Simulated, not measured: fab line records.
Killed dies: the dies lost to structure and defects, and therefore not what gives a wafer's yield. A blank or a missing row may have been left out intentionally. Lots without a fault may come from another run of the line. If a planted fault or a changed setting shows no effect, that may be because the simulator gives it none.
Matching of chambers ; flow nand harc ; NHARC_A_STAIRCASE_CMP_472 on cmp-04 has 4 sister chambers
The step polishes SiO2. 4 wafers are shown with their chamber, then 8 later ones without.

== EACH WAFER AND ITS CHAMBER ==
wafer;chamber;motor current A (A)
L928.2;1;11.7
L928.6;2;11.2
L931.6;3;11.9
L933.2;0;11.9

== WAFERS MISSING THEIR CHAMBER ==
wafer;motor current A (A)
L933.5;11.2
L933.6;11.9
L936.2;12.1
L936.3;11.9
L936.4;11.3
L939.2;11.0
L939.5;11.4
L939.6;12.3

== THE CHAMBER EACH PASSED THROUGH ==
wafer;from the rows above;in truth
L933.5;2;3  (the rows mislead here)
L933.6;can't be placed: 0 or 3 or 1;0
L936.2;can't be placed: 0 or 3 or 1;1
L936.3;can't be placed: 0 or 3 or 1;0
L936.4;can't be placed: 2 or 1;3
L939.2;2;2
L939.5;can't be placed: 2 or 1 or 0 or 3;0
L939.6;can't be placed: 0 or 3 or 1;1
Placed correctly: 1 of 8. Cannot be placed on the basis of these rows: 6; the candidates contain the true chamber in 5. 1 placed wrongly.
How it was worked out, from the rows above alone: a wafer's distance from a chamber is the root of the sum, over the readings, of the square of ((its reading less the chamber's mean) divided by the reading's scatter). If the next closest chamber is less than 2 further off than the closest, the wafer can't be placed; otherwise it belongs to the closest. The mean given for a chamber averages the wafers shown for that chamber. The scatter (one wafer shown for each chamber): square how far every hidden wafer sits from the nearest shown wafer, average those squares and take the square root.
